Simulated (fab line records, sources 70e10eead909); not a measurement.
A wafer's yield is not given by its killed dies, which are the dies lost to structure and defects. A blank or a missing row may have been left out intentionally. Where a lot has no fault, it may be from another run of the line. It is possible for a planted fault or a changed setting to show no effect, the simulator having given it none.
A lot that was struck, set against a sound lot -- flow nandHarc -- 14 out of 1302 route steps
Sound: the wafers L305.4, L305.5, L305.6. Struck: wafers L313.1, L313.4, L313.5. The cause is named last.
Order at every step that has rows: each side's tool, ch and its chambers, its first start. Under that, the readings that differ: sound wafers -- struck wafers -- difference of the means -- sigmas: that difference in standard deviations of wafers without a fault.
alike: a reading whose means differ by less than 2 such deviations, as well as words and numbers matching on both sides. not compared: withheld readings; readings where some wafer has no value; bounds like >300 that might hide an equal value; numbers whose values overlap and for which the record gives no deviation.
A row with sigmas, a row that says differs or no value, or rows on one side alone: a step with any of these is where the two part. Non-overlapping numbers with no deviation appear without sigmas and do not part them. Lack of a reading on every wafer of one side parts them only where that side has two or more wafers.

first, 3 steps without rows for these wafers: NHARC_A_STAIRCASE_STRIP_317 (strips in SPM, time 900 s); NHARC_A_STAIRCASE_PRECLEAN_318 (cleans in SC1); NHARC_A_STAIRCASE_SRD_329.
NHARC_A_STAIRCASE_ALD_415: deposits SiO2, target thk 30 nm, pulse time 6 s, ald cycles 300.
  sound on aldHk-03 ch 0,1, day 19 23:52; struck on aldHk-01 ch 1,2,3, day 23 09:16
  alike: heaterPowerW, precursorPulseHeightRel
NHARC_A_STAIRCASE_ETCHBACK_416: etches the open film in C4F8/O2/Ar, target depth 36 nm, time 7.2 s.
  sound on rieDiel-11 ch 0,1; struck on rieDiel-03 ch 0,2,3
  alike: oesProductAu, rfVppV
  not compared: rfHoursCounterH
NHARC_A_STAIRCASE_STRIP_476: strips in O2, time 20 s.
  sound on rieDiel-11 ch 1,2, day 20 01:47; struck on rieDiel-03 ch 0,1,3, day 23 11:01
  alike: drypumpMotorCurrentA, mfcArSccm, oesProductAu, rfVppV, showerheadPlenumPTorr, throttleValvePct
  not compared: rfHoursCounterH
then, 4 steps without rows for these wafers: NHARC_A_STAIRCASE_DEP_417 (deposits Si3N4, target thk 60 nm); NHARC_A_STAIRCASE_WET_418 (chemistry H3PO4, target depth 20 nm); NHARC_A_STAIRCASE_PRECLEAN_419 (cleans in SC1); NHARC_A_STAIRCASE_SRD_421.
NHARC_A_STAIRCASE_ALD_420: deposits SiO2, target thk 20 nm, pulse time 6 s, ald cycles 200.
  sound on aldHk-04 ch 0,1,3, day 20 05:09; struck on aldHk-04 ch 0,2, day 23 13:58
  alike: heaterPowerW, precursorPulseHeightRel
NHARC_A_STAIRCASE_CVD_552: deposits SiNx, target thk 40 nm.
  sound on lpcvd-02 ch 0, day 20 09:14; struck on lpcvd-01 ch 0, day 23 20:14
  alike: spikeTcCentreC
NHARC_A_STAIRCASE_DEP_151: deposits SiO2, target thk 7200 nm.
  sound on pecvd-04 ch 0,1,2, day 20 14:39; struck on pecvd-04 ch 0,1,2, day 24 00:11
  alike: heaterPowerW
-- record jumps: 6 days between struck wafers' starts before vs after; left off in module A_STAIRCASE, resumes in module END, first step shown is number 1302 of the route --
NHARC_END_SORT_01:
  the record has rows for the struck wafers here (prober-01 ch 0, day 30 07:22) and none for the sound ones

== WHERE THEY PART ==
Only at NHARC_END_SORT_01, as far as this record shows.

WHY: what the simulator had put in
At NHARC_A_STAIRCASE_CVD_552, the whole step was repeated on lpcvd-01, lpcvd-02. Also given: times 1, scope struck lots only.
